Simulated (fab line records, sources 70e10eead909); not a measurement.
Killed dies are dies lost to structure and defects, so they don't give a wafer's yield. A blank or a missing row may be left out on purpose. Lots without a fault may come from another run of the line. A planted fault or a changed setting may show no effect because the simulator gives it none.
fab line records | flow nand_harc
record lots=24 wafers=72 last_day=33
route steps=1302 shown P_M1@296 P_M2@339 P_BONDPAD@351
lots that met no fault: from a run of the same line without faults
start_h: hours from the record's first day to the start of the lot's first wafer shown | wait_h: hours since the lot's step before | " the same as in the row above | L1.1+2: a row that stands for several wafers | - no value, or no start given | * or withheld: withheld | < > ~ a bound
route shown NAME@n: a module of which the file shows steps, and the number in the route of the first | usual: mean/standard deviation of fault-free wafers | same: alike in all rows | chamber/n: place in a boat | sites: the reading at each site | _std_site: their standard deviation | _edge_site: outer sites' mean less inner sites' | radius_mm: how far each site lies from the wafer's centre | mask NAME#n: copy n | behind: the tool/chamber that last shaped the wafer | hold: why the lot was held/for how many hours/how that ended | device: the transistor (n, p or np) that didn't switch | end of line: the same wafers' tests at the end of the route | a step without rows: its recipe alone | killed: dies lost to structure and defects at the first sort, not the wafer's yield | map: a wafer's dies, x killed, . not, _ none there
set.NAME: the setting as run; set.NAME@STEP: as run at that earlier step | model.NAME: the simulator's own value behind a step, which no gauge read
steps of the route over a sample of lots; a table a step, a row a wafer
services: from which hour (start_h, from the record's first day; less than 0 if before it) a tool's chamber was out of use, for how many hours, and why
## steps
# step NHARC_P_M1_OVL_MEAS_10
# recipe pitch_nm=260
# usual overlay_x_nm=-0.1/0.94 overlay_y_nm=0.2/0.86
# columns lot.wafer tool chamber start_h wait_h overlay_x_nm overlay_y_nm
L074.2 overlay-01 - 129.80 - -1.8 -1.4
L074.4 " - " " -2.0 -1.8
L074.6 " - " " -2.2 -1.5
L076.2 overlay-01 - 141.56 - 0.1 -1.1
L076.3 " - " " 0.0 -1.3
L076.5 " - " " 0.3 -1.0
L075.2 overlay-01 - 142.33 - -1.1 -0.9
L075.4 " - " " -1.4 -0.8
L075.6 " - " " -1.3 -0.8
L077.1 overlay-01 - 155.91 - 1.1 0.5
L077.3 " - " " 1.0 -0.2
L077.4 " - " " 0.6 -0.2
L078.1 overlay-01 - 169.92 - 0.7 1.1
L078.5 " - " " 1.0 0.8
L078.6 " - " " 1.2 0.5
L079.2 overlay-02 - 174.80 - -1.0 0.9
L079.5 " - " " -1.2 0.8
L079.6 " - " " -0.6 0.6
L081.1 overlay-01 - 190.85 - 1.2 0.0
L081.3 " - " " 1.0 0.4
L081.6 " - " " 1.7 0.2
L080.1 overlay-02 - 191.73 - 1.8 -0.5
L080.2 " - " " 2.1 -0.6
L080.3 " - " " 2.2 -0.3
L082.2 overlay-02 - 212.52 - -0.4 0.5
L082.4 " - " " -0.2 0.7
L082.6 " - " " -0.7 0.6
L083.2 overlay-01 - 214.07 - 0.4 0.4
L083.4 " - " " 0.8 0.4
L083.5 " - " " 0.7 0.4
L084.1 overlay-01 - 229.41 - 0.6 0.2
L084.3 " - " " 0.6 0.1
L084.6 " - " " 0.7 0.3
L085.1 overlay-01 - 233.36 - 1.3 2.4
L085.2 " - " " 1.1 2.1
L085.6 " - " " 0.9 1.6
L086.4 overlay-02 - 244.01 - -0.3 -0.6
L086.5 " - " " -0.5 -0.6
L086.6 " - " " -0.5 -0.7
L088.1 overlay-02 - 274.86 - -0.3 -0.3
L088.3 " - " " -0.5 -0.1
L088.5 " - " " -0.6 -0.4
L087.3 overlay-01 - 275.84 - 0.5 -0.2
L087.5 " - " " 0.5 -0.4
L087.6 " - " " 0.3 -0.2
L089.2 overlay-01 - 284.09 - -0.6 0.0
L089.4 " - " " -1.0 0.3
L089.6 " - " " -0.6 0.1
L090.1 overlay-02 - 289.40 - -1.4 0.9
L090.4 " - " " -0.9 1.1
L090.6 " - " " -0.9 1.3
L091.2 overlay-01 - 301.91 - -0.5 0.1
L091.5 " - " " 0.0 0.1
L091.6 " - " " -1.1 0.2
L092.1 overlay-02 - 306.97 - -1.0 0.8
L092.3 " - " " -1.0 1.1
L092.5 " - " " -1.0 1.1
L093.3 overlay-01 - 316.73 - -0.3 2.0
L093.4 " - " " -0.2 1.4
L093.5 " - " " -0.2 1.9
L094.3 overlay-01 - 329.00 - -0.1 -0.5
L094.5 " - " " 0.6 -0.9
L094.6 " - " " 0.1 -0.1
L095.1 overlay-02 - 339.46 - -0.4 1.4
L095.2 " - " " -0.8 1.1
L095.6 " - " " -0.4 1.8
L096.2 overlay-02 - 348.64 - 0.5 0.1
L096.5 " - " " 0.6 -0.7
L096.6 " - " " 0.7 0.0
L097.3 overlay-02 - 355.29 - 0.4 -0.1
L097.4 " - " " -0.5 0.5
L097.6 " - " " 0.4 -0.7
# step NHARC_P_M1_DEGAS_29
# recipe temp_c=250 time_s=60
# usual heater_power_w=329/28
# columns lot.wafer tool chamber start_h wait_h heater_power_w
L074.2 pvd_sputter-02 - 130.91 - 317
L074.4 " - " " 249
L074.6 " - " " 338
L076.3 pvd_sputter-01 - 142.69 - 358
L076.2 " - " " 344
L076.5 " - " " 326
L075.4 pvd_sputter-03 - 143.44 - 348
L075.2 " - " " 358
L075.6 " - " " 344
L077.3 pvd_sputter-02 - 157.02 - 349
L077.1 " - " " 316
L077.4 " - " " 325
L078.1 pvd_sputter-01 - 171.11 - 311
L078.6 " - " " 314
L078.5 " - " " 350
L079.2 pvd_sputter-01 - 176.02 - 307
L079.6 " - " " 306
L079.5 " - " " 310
L081.3 pvd_sputter-03 - 191.97 - 364
L081.1 " - " " 345
L081.6 " - " " 355
L080.1 pvd_sputter-01 - 192.84 - 352
L080.3 " - " " 305
L080.2 " - " " 319
L082.2 pvd_sputter-02 - 213.64 - 258
L082.4 " - " " 313
L082.6 " - " " 362
L083.4 pvd_sputter-03 - 215.19 - 344
L083.2 " - " " 351
L083.5 " - " " 281
L084.3 pvd_sputter-02 - 230.53 - 338
L084.1 " - " " 310
L084.6 " - " " 342
L085.2 pvd_sputter-03 - 234.49 - 346
L085.1 " - " " 282
L085.6 " - " " 360
L086.4 pvd_sputter-02 - 245.17 - 308
L086.6 " - " " 316
L086.5 " - " " 331
L088.3 pvd_sputter-02 - 276.09 - 254
L088.1 " - " " 341
L088.5 " - " " 317
L087.3 pvd_sputter-03 - 277.07 - 287
L087.6 " - " " 342
L087.5 " - " " 344
L089.2 pvd_sputter-01 - 285.26 - 357
L089.4 " - " " 328
L089.6 " - " " 346
L090.4 pvd_sputter-03 - 290.60 - 357
L090.1 " - " " 283
L090.6 " - " " 361
L091.2 pvd_sputter-01 - 303.03 - 327
L091.5 " - " " 318
L091.6 " - " " 331
L092.3 pvd_sputter-02 - 308.08 - 347
L092.1 " - " " 301
L092.5 " - " " 349
L093.4 pvd_sputter-02 - 317.85 - 291
L093.3 " - " " 343
L093.5 " - " " 298
L094.3 pvd_sputter-03 - 330.13 - 328
L094.6 " - " " 348
L094.5 " - " " 337
L095.1 pvd_sputter-01 - 340.59 - 362
L095.2 " - " " 319
L095.6 " - " " 351
L096.2 pvd_sputter-01 - 349.75 - 337
L096.6 " - " " 336
L096.5 " - " " 348
L097.4 pvd_sputter-02 - 356.40 - 288
L097.3 " - " " 316
L097.6 " - " " 292
# step NHARC_P_M2_PRE_CLEAN_30
# recipe time_s=30 temp_c=280 gas=H2/He
# usual heater_power_w=405/34
# columns lot.wafer tool chamber start_h wait_h heater_power_w
L074.2 pvd_sputter-03 - - - 425
L074.4 " - " " 340
L074.6 " - " " 436
L076.3 pvd_sputter-01 - - - 432
L076.2 " - " " 417
L076.5 " - " " 435
L075.4 pvd_sputter-03 - - - 419
L075.2 " - " " 415
L075.6 " - " " 433
L077.1 pvd_sputter-02 - - - 382
L077.4 " - " " 405
L077.3 " - " " 435
L078.1 pvd_sputter-01 - - - 374
L078.5 " - " " 441
L078.6 " - " " 427
L079.2 pvd_sputter-02 - - - 439
L079.5 " - " " 410
L079.6 " - " " 430
L081.1 pvd_sputter-01 - - - 422
L081.3 " - " " 387
L081.6 " - " " 409
L080.3 pvd_sputter-03 - - - 444
L080.1 " - " " 441
L080.2 " - " " 415
L082.2 pvd_sputter-03 - - - 429
L082.4 " - " " 352
L082.6 " - " " 422
L083.2 pvd_sputter-02 - - - 403
L083.4 " - " " 310
L083.5 " - " " 394
L084.1 pvd_sputter-02 - - - 315
L084.3 " - " " 389
L084.6 " - " " 318
L085.2 pvd_sputter-01 - - - 428
L085.1 " - " " 448
L085.6 " - " " 394
L086.4 pvd_sputter-03 - - - 447
L086.6 " - " " 423
L086.5 " - " " 341
L088.1 pvd_sputter-02 - - - 316
L088.3 " - " " 419
L088.5 " - " " 305
L087.3 pvd_sputter-03 - - - 429
L087.6 " - " " 408
L087.5 " - " " 344
L089.4 pvd_sputter-01 - - - 440
L089.2 " - " " 402
L089.6 " - " " 386
L090.4 pvd_sputter-03 - - - 434
L090.1 " - " " 414
L090.6 " - " " 416
L091.2 pvd_sputter-03 - - - 445
L091.6 " - " " 428
L091.5 " - " " 431
L092.3 pvd_sputter-01 - - - 433
L092.1 " - " " 377
L092.5 " - " " 423
L093.3 pvd_sputter-01 - - - 435
L093.4 " - " " 394
L093.5 " - " " 401
L094.3 pvd_sputter-01 - - - 423
L094.5 " - " " 397
L094.6 " - " " 398
L095.1 pvd_sputter-01 - - - 384
L095.2 " - " " 425
L095.6 " - " " 393
L096.2 pvd_sputter-01 - - - 417
L096.5 " - " " 387
L096.6 " - " " 405
L097.4 pvd_sputter-01 - - - 420
L097.3 " - " " 425
L097.6 " - " " 399
# step NHARC_P_M2_INSPECT_27
# usual raw_defect_count=309/100
# columns lot.wafer tool chamber start_h wait_h raw_defect_count
L074.2 defect_inspect-01 - 136.51 0.0 361
L074.4 " - " " 426
L074.6 " - " " 277
L076.2 defect_inspect-01 - 148.26 0.0 366
L076.3 " - " " 305
L076.5 " - " " 321
L075.2 defect_inspect-01 - 149.02 0.0 234
L075.4 " - " " 276
L075.6 " - " " 204
L077.1 defect_inspect-01 - 162.76 0.0 177
L077.3 " - " " 205
L077.4 " - " " 338
L078.1 defect_inspect-01 - 176.83 0.0 303
L078.5 " - " " 312
L078.6 " - " " 291
L079.2 defect_inspect-01 - 181.81 0.0 296
L079.5 " - " " 218
L079.6 " - " " 283
L081.1 defect_inspect-02 - 197.70 0.0 292
L081.3 " - " " 518
L081.6 " - " " 399
L080.1 defect_inspect-01 - 198.57 0.0 256
L080.2 " - " " 211
L080.3 " - " " 282
L082.2 defect_inspect-01 - 219.21 0.0 366
L082.4 " - " " 223
L082.6 " - " " 184
L083.2 defect_inspect-01 - 220.90 0.0 373
L083.4 " - " " 416
L083.5 " - " " 255
L084.1 defect_inspect-01 - 236.22 0.0 206
L084.3 " - " " 300
L084.6 " - " " 245
L085.1 defect_inspect-01 - 240.12 0.0 124
L085.2 " - " " 303
L085.6 " - " " 225
L086.4 defect_inspect-01 - 251.41 0.0 184
L086.5 " - " " 177
L086.6 " - " " 139
L088.1 defect_inspect-02 - 282.06 0.0 371
L088.3 " - " " 256
L088.5 " - " " 183
L087.3 defect_inspect-01 - 282.79 0.0 346
L087.5 " - " " 381
L087.6 " - " " 460
L089.2 defect_inspect-02 - 291.01 0.0 293
L089.4 " - " " 262
L089.6 " - " " 169
L090.1 defect_inspect-02 - 296.24 0.0 460
L090.4 " - " " 326
L090.6 " - " " 286
L091.2 defect_inspect-02 - 308.73 0.0 322
L091.5 " - " " 273
L091.6 " - " " 451
L092.1 defect_inspect-01 - 313.68 0.0 458
L092.3 " - " " 221
L092.5 " - " " 365
L093.3 defect_inspect-02 - 323.72 0.0 664
L093.4 " - " " 491
L093.5 " - " " 468
L094.3 defect_inspect-02 - 335.84 0.0 315
L094.5 " - " " 254
L094.6 " - " " 287
L095.1 defect_inspect-02 - 346.39 0.0 277
L095.2 " - " " 429
L095.6 " - " " 419
L096.2 defect_inspect-02 - 355.39 0.0 310
L096.5 " - " " 188
L096.6 " - " " 281
L097.3 defect_inspect-01 - 362.14 0.0 619
L097.4 " - " " 287
L097.6 " - " " 298
# step NHARC_P_BONDPAD_DEP_00
# recipe target_thk_a=2500 temp_c=370 target_thk_nm=250 pressure_torr=3 flow_sccm=200 rf_w=450 material=SiCN
# usual heater_power_w=584/75
# columns lot.wafer tool chamber start_h wait_h heater_power_w
L074.2 pecvd-04 0 - - 502
L074.4 " 0 " " 511
L074.6 " 1 " " 611
L076.2 pecvd-04 2 148.86 - 649
L076.3 " 0 " " 512
L076.5 " 2 " " 662
L075.2 pecvd-04 1 149.63 - 619
L075.6 " 0 " " 536
L075.4 " 2 " " 609
L077.1 pecvd-04 2 163.37 - 675
L077.3 " 0 " " 519
L077.4 " 1 " " 607
L078.1 pecvd-03 0 - - 568
L078.5 " 2 " " 510
L078.6 " 0 " " 563
L079.2 pecvd-01 1 182.39 - 442
L079.5 " 1 " " 460
L079.6 " 0 " " 642
L081.1 pecvd-03 0 198.33 - 522
L081.3 " 2 " " 530
L081.6 " 0 " " 556
L080.1 pecvd-03 2 199.15 - 561
L080.2 " 0 " " 543
L080.3 " 2 " " 458
L082.2 pecvd-01 0 219.86 - 723
L082.6 " 1 " " 505
L082.4 " 2 " " 676
L083.2 pecvd-03 0 221.55 - 595
L083.4 " 2 " " 553
L083.5 " 0 " " 598
L084.1 pecvd-01 2 - - 576
L084.3 " 0 " " 649
L084.6 " 1 " " 436
L085.1 pecvd-03 2 240.66 - 493
L085.2 " 1 " " 545
L085.6 " 2 " " 503
L086.5 pecvd-01 0 252.11 - 683
L086.6 " 1 " " 517
L086.4 " 2 " " 699
L088.1 pecvd-04 0 282.70 - 482
L088.3 " 1 " " 555
L088.5 " 1 " " 564
L087.3 pecvd-03 0 283.44 - 605
L087.6 " 1 " " 575
L087.5 " 0 " " 600
L089.2 pecvd-01 2 291.61 - 656
L089.4 " 2 " " 660
L089.6 " 0 " " 604
L090.1 pecvd-04 2 - - 661
L090.6 " 1 " " 638
L090.4 " 2 " " 654
L091.2 pecvd-03 2 309.33 - 553
L091.5 " 1 " " 571
L091.6 " 2 " " 550
L092.3 pecvd-04 2 314.24 - 632
L092.1 " 1 " " 670
L092.5 " 2 " " 633
L093.3 pecvd-03 2 324.32 - 546
L093.4 " 1 " " 635
L093.5 " 0 " " 606
L094.3 pecvd-01 2 336.75 0.5 552
L094.5 " 0 " " 683
L094.6 " 2 " " 573
L095.2 pecvd-01 2 346.95 - 626
L095.1 " 0 " " 638
L095.6 " 0 " " 665
L096.2 pecvd-01 0 - - 722
L096.6 " 2 " " 622
L096.5 " 0 " " 759
L097.3 pecvd-01 1 362.70 - 380
L097.6 " 2 " " 583
L097.4 " 0 " " 740
# step NHARC_P_BONDPAD_CMP_32
# recipe target_thk_nm=200 material=SiCN
# usual motor_current_A=12.5/1.1
# columns lot.wafer tool chamber start_h wait_h motor_current_A
L074.2 cmp-04 0 137.52 - 11.3
L074.4 " 1 " " 13.5
L074.6 " 2 " " 12.3
L076.3 cmp-02 3 149.23 - 13.7
L076.2 " 2 " " 10.7
L076.5 " 0 " " 12.7
L075.2 cmp-03 0 149.99 - 13.2
L075.4 " 2 " " 12.3
L075.6 " 1 " " 12.6
L077.1 cmp-02 2 163.73 - 10.6
L077.4 " 0 " " 12.8
L077.3 " 1 " " 14.2
L078.1 cmp-02 0 177.85 - 12.0
L078.5 " 1 " " 13.8
L078.6 " 2 " " 10.8
L079.2 cmp-02 3 182.87 - 13.0
L079.6 " 0 " " 11.9
L079.5 " 1 " " 14.6
L081.3 cmp-03 0 198.85 0.4 12.4
L081.1 " 1 " " 12.5
L081.6 " 2 " " 12.1
L080.3 cmp-03 2 199.69 0.3 12.2
L080.1 " 3 " " 11.0
L080.2 " 0 " " 12.8
L082.2 cmp-02 2 220.18 - 10.5
L082.4 " 3 " " 13.6
L082.6 " 2 " " 11.4
L083.4 cmp-04 0 221.87 - 11.8
L083.2 " 3 " " 12.1
L083.5 " 0 " " 11.3
L084.3 cmp-04 0 237.19 - 12.0
L084.1 " 2 " " 12.1
L084.6 " 0 " " 11.2
L085.2 cmp-03 3 241.12 - 12.0
L085.1 " 0 " " 12.7
L085.6 " 2 " " 12.3
L086.4 cmp-03 3 252.40 - 11.7
L086.5 " 2 " " 11.6
L086.6 " 3 " " 10.8
L088.3 cmp-04 0 283.09 - 11.4
L088.1 " 1 " " 13.2
L088.5 " 0 " " 11.8
L087.3 cmp-04 2 283.81 - 12.1
L087.5 " 0 " " 11.7
L087.6 " 1 " " 12.9
L089.2 cmp-02 2 291.98 - 10.5
L089.4 " 0 " " 12.8
L089.6 " 3 " " 13.6
L090.4 cmp-02 2 297.19 - 10.8
L090.1 " 1 " " 15.0
L090.6 " 3 " " 14.4
L091.2 cmp-02 1 309.77 - 14.2
L091.5 " 2 " " 10.7
L091.6 " 3 " " 13.6
L092.1 cmp-03 0 314.65 - 13.2
L092.3 " 3 " " 11.7
L092.5 " 0 " " 12.3
L093.4 cmp-02 3 324.68 - 13.4
L093.3 " 0 " " 12.9
L093.5 " 0 " " 12.6
L094.3 cmp-03 1 337.12 0.3 13.2
L094.5 " 0 " " 12.6
L094.6 " 1 " " 13.4
L095.2 cmp-03 1 347.49 0.5 12.9
L095.1 " 3 " " 11.4
L095.6 " 2 " " 11.9
L096.2 cmp-02 1 356.41 - 14.4
L096.5 " 3 " " 14.1
L096.6 " 0 " " 12.6
L097.4 cmp-03 0 363.16 - 13.5
L097.3 " 1 " " 11.9
L097.6 " 2 " " 12.1
## services
# columns tool chamber start_h hours kind
pvd_sputter-02 - 108.08 10.0 pm
pvd_sputter-03 - 113.37 1.7 repair
pecvd-01 - 130.00 13.0 pm
cmp-02 - 136.21 4.0 pm
cmp-03 - 143.42 4.3 repair
cmp-02 - 153.52 0.8 repair
cmp-03 - 157.08 1.6 repair
pvd_sputter-03 - 159.58 1.4 repair
cmp-03 - 162.00 4.0 pm
pvd_sputter-03 - 168.24 3.4 repair
cmp-02 - 216.66 0.6 repair
pvd_sputter-01 - 226.00 10.0 pm
cmp-02 - 230.80 1.7 repair
cmp-02 - 234.21 4.0 pm
pvd_sputter-03 - 235.28 4.8 repair
cmp-03 - 260.00 4.0 pm
pvd_sputter-02 - 260.43 9.8 repair
pvd_sputter-02 - 286.08 10.0 pm
pecvd-01 - 311.00 13.0 pm
pvd_sputter-03 - 328.09 1.5 repair
cmp-02 - 332.21 4.0 pm
pvd_sputter-02 - 342.96 7.3 repair
pvd_sputter-03 - 349.62 10.0 pm
cmp-03 - 358.00 4.0 pm
## key
fault none
